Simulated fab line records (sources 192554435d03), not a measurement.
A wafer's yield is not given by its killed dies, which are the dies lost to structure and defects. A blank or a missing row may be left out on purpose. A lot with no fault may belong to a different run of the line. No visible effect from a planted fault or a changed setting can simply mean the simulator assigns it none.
fab line records	flow n5_finfet	part 2 of 2: steps 5 to 6 of 6
[record] lots = 22	wafers = 66	last_day = 18
route steps=1938 shown FIN_SAQP@148 FIN_CUT@167 STI_FIN_REVEAL@184 DUMMY_GATE@244 SD_EPI_N@279
lots with no fault: from the same line, run without faults
start_h: the number of hours between the record's first day and the start of the first shown wafer of the lot	wait_h: hours elapsed since this lot's preceding step	" the same as in the row above	L1.1+2: one row covering several wafers at once	- no value, or no start was given	* or withheld: withheld	< > ~ a bound
route shown NAME@n: a module of which the file shows steps, and the number in the route of the first	usual: average and standard deviation across the fault-free wafers	same: alike in all rows	chamber/n: place in a boat	sites: each site's reading	_std_site: their standard deviation	_edge_site: the outer-site mean with the inner-site mean subtracted	radius_mm: for every site, how far away it sits from the centre of the wafer	mask NAME#n: copy n	behind: the last tool/chamber to shape the wafer	hold: why the lot went on hold/how many hours it stayed there/how the hold came to an end	device: the n, p or np transistor that did not switch	end of line: at the end of the route, the tests of the same wafers	a step with no rows: only its recipe	killed: not the wafer's yield, but the dies lost to structure and defects at the first sort	map: per-die view of a wafer (x killed, . not killed, _ where there is no die)
set.NAME: the setting that was run; set.NAME@STEP: the one run at that earlier step	model.NAME: the simulator's own value behind a step, which no gauge read
one table for each step of the route and one row for each wafer, over a sample of lots
services: a tool's chamber out of use, with start hour (start_h, from the record's first day; less than 0 if before it), hours out, and reason
[[steps]]
[step N5_DUMMY_GATE_STRIP_41]
[recipe] chemistry = O2	power_w = 400	temp_c = 40	pressure_mtorr = 30	rf_frequency_hz = 6e+07	bias_power_w = 0	overash_fraction = 0.3	o2_flow_sccm = 225
[usual] drypump_motor_current_A = 5.5/0.36	oes_product_au = 0.76/0.062	rf_vpp_V = 3.6/0.45	showerhead_plenum_p_Torr = 2.12/0.054	throttle_valve_pct = 16.76/0.15
lot.wafer	tool	chamber	start_h	wait_h	drypump_motor_current_A	oes_product_au	rf_hours_counter_h	rf_vpp_V	showerhead_plenum_p_Torr	throttle_valve_pct
L074.2	rie_diel-03	2	48.13	0.0	5.1	0.70	211	3.8	2.16	16.58
L074.3	"	1	"	"	5.1	0.81	112	3.8	2.13	16.76
L074.5	"	3	"	"	5.6	0.79	-	4.1	2.20	16.97
L075.1	rie_diel-05	1	52.16	0.0	5.6	0.74	152	3.3	2.10	16.78
L075.5	"	2	"	"	5.2	0.76	-	3.0	2.11	16.57
L075.6	"	3	"	"	5.8	0.77	-	4.0	2.10	16.71
L076.1	rie_diel-03	2	59.42	0.0	5.1	0.69	214	3.4	2.16	16.60
L076.3	"	1	"	"	5.1	0.81	115	3.8	2.13	16.77
L076.5	"	1	"	"	5.1	0.81	-	3.6	2.13	16.77
L077.2	rie_diel-05	0	64.62	0.0	5.8	0.75	154	3.6	2.21	16.90
L077.5	"	0	"	"	5.8	0.75	-	4.0	2.21	16.90
L077.6	"	1	"	"	5.6	0.73	-	3.5	2.10	16.77
L078.3	rie_diel-03	2	70.42	0.0	5.1	0.69	216	4.0	2.16	16.59
L078.5	"	3	"	"	5.6	0.79	-	3.9	2.20	16.99
L078.6	"	2	"	"	5.1	0.68	-	3.0	2.16	16.59
L079.2	rie_diel-03	3	76.70	0.0	5.6	0.80	128	4.3	2.20	16.98
L079.5	"	3	"	"	5.6	0.79	-	3.6	2.20	16.98
L079.6	"	2	"	"	5.1	0.69	-	3.5	2.16	16.60
L080.2	rie_diel-05	2	85.80	0.0	5.3	0.75	147	4.0	2.11	16.61
L080.3	"	0	"	"	5.8	0.75	161	2.9	2.21	16.91
L080.6	"	2	"	"	5.3	0.75	-	4.1	2.11	16.59
L081.1	rie_diel-03	0	88.45	0.0	5.5	0.92	26	4.7	2.06	16.57
L081.4	"	2	"	"	5.1	0.69	220	3.5	2.16	16.59
L081.6	"	2	"	"	5.1	0.69	-	3.8	2.16	16.59
L082.1	rie_diel-05	1	95.64	0.0	5.5	0.73	164	3.8	2.10	16.78
L082.2	"	2	"	"	5.3	0.76	150	4.2	2.11	16.60
L082.5	"	2	"	"	5.3	0.75	-	3.4	2.11	16.60
L083.2	rie_diel-05	1	102.69	0.0	5.6	0.73	166	2.7	2.10	16.78
L083.5	"	1	"	"	5.6	0.73	-	3.3	2.10	16.78
L083.6	"	0	"	"	5.8	0.76	-	3.4	2.21	16.92
L085.2	rie_diel-03	3	114.26	0.0	5.6	0.78	138	3.7	2.20	17.00
L085.3	"	1	"	"	5.1	0.79	130	3.5	2.13	16.81
L085.5	"	3	"	"	5.6	0.78	-	3.6	2.20	17.01
L086.1	rie_diel-05	2	122.73	0.0	5.3	0.74	158	3.1	2.11	16.62
L086.5	"	1	"	"	5.6	0.73	-	3.1	2.09	16.80
L086.6	"	0	"	"	5.8	0.75	-	3.7	2.20	16.93
L087.2	rie_diel-03	3	132.29	0.0	5.6	0.77	146	4.1	2.19	17.02
L087.3	"	2	"	"	5.1	0.68	234	3.9	2.15	16.62
L087.5	"	1	"	"	5.1	0.78	-	2.8	2.12	16.80
L088.1	rie_diel-05	2	134.73	0.0	5.3	0.74	164	4.0	2.10	16.62
L088.3	"	1	"	"	5.6	0.72	177	4.3	2.09	16.81
L088.5	"	2	"	"	5.3	0.73	-	3.7	2.10	16.64
L089.1	rie_diel-04	2	140.43	0.0	6.5	0.69	224	3.3	1.98	16.63
L089.2	"	0	"	"	6.2	0.74	177	3.7	2.09	16.73
L089.5	"	3	"	"	5.0	0.69	-	3.3	2.08	16.92
L090.1	rie_diel-03	3	146.78	0.0	5.6	0.77	150	3.4	2.19	17.03
L090.3	"	0	"	"	5.5	0.89	47	4.2	2.05	16.62
L090.4	"	1	"	"	5.1	0.78	143	3.7	2.12	16.82
L091.1	rie_diel-04	3	152.38	0.0	5.0	0.69	230	3.7	2.08	16.94
L091.2	"	1	"	"	5.5	0.80	105	4.4	2.11	16.96
L091.5	"	1	"	"	5.6	0.79	-	3.5	2.11	16.96
L092.1	rie_diel-04	0	160.56	0.0	6.2	0.74	182	3.7	2.09	16.73
L092.2	"	2	"	"	6.5	0.69	229	3.8	1.98	16.65
L092.3	"	1	"	"	5.5	0.79	107	3.4	2.11	16.97
L093.1	rie_diel-05	3	164.72	0.0	5.8	0.74	160	4.5	2.09	16.79
L093.4	"	0	"	"	5.8	0.74	187	3.0	2.20	16.96
L093.5	"	1	"	"	5.6	0.72	-	4.1	2.09	16.83
L094.2	rie_diel-03	0	169.65	0.0	5.5	0.87	53	3.7	2.05	16.63
L094.4	"	3	"	"	5.6	0.76	157	4.3	2.19	17.04
L094.5	"	1	"	"	5.1	0.77	-	4.5	2.12	16.81
L095.2	rie_diel-05	3	176.19	0.0	5.8	0.75	162	4.2	2.09	16.76
L095.3	"	2	"	"	5.3	0.72	176	3.2	2.10	16.65
L095.4	"	1	"	"	5.5	0.71	189	3.5	2.09	16.82
L097.1	rie_diel-03	0	185.09	0.0	5.4	0.85	58	3.4	2.05	16.63
L097.5	"	2	"	"	5.1	0.67	-	4.2	2.15	16.66
L097.6	"	1	"	"	5.1	0.76	-	4.0	2.12	16.84
[step N5_SD_EPI_N_ETCH_16]
[recipe] chemistry = CHF3/O2	target = SiO2	target_depth_a = 50	mask_material = SOC	pressure_mtorr = 30	source_w = 650	bias_w = 170	Ar_flow_sccm = 200	CHF3_flow_sccm = 50	O2_flow_sccm = 5	ion_energy_ev = 200
[usual] O2_flow_sccm = 5.001/0.015	drypump_motor_current_A = 5.7/0.54	oes_o_777_au = 0.79/0.1	oes_product_au = 0.79/0.1	rf_vpp_V = 519/9.3	showerhead_plenum_p_Torr = 2.39/0.065	throttle_valve_pct = 18.92/0.22
lot.wafer	tool	chamber	start_h	wait_h	O2_flow_sccm	drypump_motor_current_A	oes_o_777_au	oes_product_au	rf_hours_counter_h	rf_vpp_V	showerhead_plenum_p_Torr	throttle_valve_pct
L074.2	rie_diel-06	3	50.67	0.1	4.975	5.3	0.71	0.69	227	516	2.38	18.76
L074.3	"	0	"	"	4.994	5.5	0.72	0.71	218	497	2.29	19.10
L074.5	"	2	"	"	5.003	5.6	0.94	0.94	-	524	2.45	19.00
L075.1	rie_diel-01	3	55.21	0.1	5.011	6.1	0.71	0.70	227	518	2.40	19.29
L075.5	"	1	"	"	4.993	6.7	0.71	0.72	-	517	2.38	19.25
L075.6	"	2	"	"	5.038	5.1	0.73	0.71	-	531	2.38	18.78
L076.1	rie_diel-01	2	62.35	0.1	5.013	5.1	0.72	0.71	206	531	2.38	18.78
L076.3	"	1	"	"	5.008	6.7	0.71	0.71	215	517	2.38	19.26
L076.5	"	0	"	"	4.994	6.0	0.81	0.83	-	512	2.45	18.85
L077.2	rie_diel-02	1	67.36	0.1	4.991	5.4	0.68	0.68	204	522	2.31	19.02
L077.5	"	3	"	"	5.026	6.6	0.71	0.70	-	514	2.29	18.59
L077.6	"	0	"	"	4.963	5.6	0.77	0.74	-	508	2.30	18.85
L078.3	rie_diel-06	3	72.84	0.1	4.991	5.3	0.71	0.69	234	519	2.38	18.76
L078.5	"	1	"	"	5.023	4.9	0.83	0.84	-	534	2.44	18.62
L078.6	"	2	"	"	4.982	5.5	0.91	0.91	-	522	2.44	19.03
L079.2	rie_diel-06	2	79.20	0.1	4.998	5.5	0.90	0.91	22	524	2.44	19.01
L079.5	"	1	"	"	4.993	4.9	0.84	0.85	-	535	2.44	18.61
L079.6	"	0	"	"	5.002	5.5	0.73	0.70	-	496	2.28	19.10
L080.2	rie_diel-01	1	89.63	0.1	4.997	6.7	0.71	0.70	225	516	2.38	19.29
L080.3	"	3	"	"	4.997	6.1	0.70	0.69	238	517	2.39	19.33
L080.6	"	0	"	"	5.029	6.0	0.80	0.81	-	514	2.45	18.87
L081.1	rie_diel-01	2	91.41	0.1	4.993	5.1	0.72	0.70	217	530	2.38	18.80
L081.4	"	1	"	"	5.002	6.7	0.69	0.72	226	516	2.38	19.27
L081.6	"	3	"	"	5.008	6.1	0.70	0.69	-	518	2.39	19.32
L082.1	rie_diel-01	3	98.41	0.1	5.006	6.1	0.69	0.68	241	518	2.39	19.32
L082.2	"	0	"	"	5.001	6.0	0.79	0.81	85	514	2.45	18.87
L082.5	"	2	"	"	4.981	5.1	0.72	0.70	-	532	2.38	18.79
L083.2	rie_diel-06	0	105.30	0.1	5.008	5.5	0.71	0.70	235	497	2.28	19.14
L083.5	"	3	"	"	5.011	5.3	0.70	0.68	-	519	2.37	18.78
L083.6	"	2	"	"	4.977	5.5	0.90	0.89	-	523	2.44	19.04
L085.2	rie_diel-01	0	117.49	0.1	5.002	6.0	0.79	0.80	94	514	2.44	18.88
L085.3	"	3	"	"	5.001	6.0	0.69	0.67	249	517	2.39	19.32
L085.5	"	0	"	"	5.002	6.0	0.78	0.80	-	513	2.44	18.87
L086.1	rie_diel-06	2	125.86	0.1	5.011	5.5	0.88	0.87	44	522	2.43	19.05
L086.5	"	1	"	"	5.013	4.9	0.81	0.81	-	535	2.44	18.65
L086.6	"	0	"	"	5.019	5.5	0.71	0.68	-	497	2.28	19.15
L087.2	rie_diel-01	0	135.33	0.1	4.995	6.0	0.77	0.78	104	513	2.44	18.90
L087.3	"	2	"	"	5.013	5.1	0.69	0.69	238	531	2.37	18.82
L087.5	"	1	"	"	5.009	6.7	0.69	0.69	-	517	2.37	19.31
L088.1	rie_diel-02	0	137.12	0.1	4.986	5.6	0.75	0.73	169	508	2.29	18.85
L088.3	"	1	"	"	4.970	5.4	0.67	0.67	219	520	2.30	19.02
L088.5	"	1	"	"	5.005	5.4	0.67	0.68	-	521	2.30	19.02
L089.1	rie_diel-01	0	142.73	0.1	5.007	6.0	0.77	0.78	108	512	2.44	18.89
L089.2	"	3	"	"	5.012	6.1	1.00	0.98	1	517	2.39	18.91
L089.5	"	2	"	"	5.008	5.2	0.70	0.69	-	531	2.37	18.86
L090.1	rie_diel-06	2	149.17	0.1	4.997	5.5	0.86	0.87	50	521	2.43	19.07
L090.3	"	1	"	"	4.996	4.9	0.80	0.81	113	534	2.43	18.69
L090.4	"	2	"	"	4.984	5.5	0.86	0.86	-	522	2.43	19.07
L091.1	rie_diel-01	3	154.77	0.1	5.009	6.1	0.95	0.94	7	518	2.38	18.93
L091.2	"	2	"	"	5.020	5.1	0.69	0.69	248	532	2.37	18.85
L091.5	"	2	"	"	5.005	5.1	0.70	0.68	-	532	2.37	18.83
L092.1	rie_diel-01	3	163.61	0.1	5.003	6.1	0.95	0.95	11	519	2.38	18.95
L092.2	"	1	"	"	5.006	6.7	0.98	1.00	1	517	2.37	18.90
L092.3	"	0	"	"	5.011	6.0	0.76	0.78	118	513	2.43	18.93
L093.1	rie_diel-06	1	167.34	0.1	4.969	4.9	0.79	0.81	119	533	2.43	18.68
L093.4	"	0	"	"	5.011	5.5	1.01	1.01	1	506	2.56	18.69
L093.5	"	1	"	"	4.989	4.9	0.81	0.81	-	533	2.43	18.68
L094.2	rie_diel-01	3	172.36	0.1	4.977	6.1	0.92	0.92	15	517	2.38	18.94
L094.4	"	0	"	"	5.043	6.0	0.76	0.77	-	512	2.43	18.90
L094.5	"	3	"	"	4.981	6.1	0.93	0.92	-	516	2.38	18.95
L095.2	rie_diel-01	3	178.72	0.1	4.995	6.1	0.93	0.92	17	518	2.38	18.97
L095.3	"	0	"	"	4.989	6.0	0.76	0.78	124	512	2.43	18.93
L095.4	"	1	"	"	5.002	6.7	0.95	0.97	7	516	2.36	18.91
L097.1	rie_diel-02	2	189.52	0.1	4.991	5.4	0.95	0.94	10	528	2.57	18.81
L097.5	"	3	"	"	5.018	6.5	0.69	0.68	-	513	2.28	18.65
L097.6	"	0	"	"	4.983	5.6	0.74	0.73	-	508	2.28	18.90
[[services]]
tool	chamber	start_h	hours	kind
rie_diel-05	3	8.70	8.3	repair
rie_diel-04	1	20.40	7.2	repair
ald_sin-04	-	21.02	2.8	repair
ald_sin-04	-	26.69	6.1	pm
rie_diel-04	2	34.66	7.4	repair
rie_si-05	2	43.74	1.9	repair
rie_si-01	1	51.81	13.5	repair
rie_diel-03	2	63.50	4.4	repair
rie_diel-05	3	63.51	2.7	repair
rie_diel-03	-	78.65	2.5	repair
ald_sin-04	-	85.71	14.0	pm
rie_diel-02	-	96.68	28.1	pm
rie_diel-01	-	105.62	2.8	pm
rie_si-05	1	114.00	6.8	repair
rie_diel-01	3	118.77	-	clean
rie_diel-04	-	118.88	14.6	pm
ald_sin-04	0	125.72	10.5	repair
rie_diel-02	3	126.12	3.5	repair
rie_diel-02	3	143.67	19.0	repair
rie_diel-04	3	164.80	1.4	repair
rie_diel-03	2	186.93	-	clean
rie_diel-03	2	186.93	-	consumable_replace:focus_ring
rie_diel-03	2	186.93	16.4	scheduled_down
rie_diel-03	2	186.93	16.4	vent_cycle
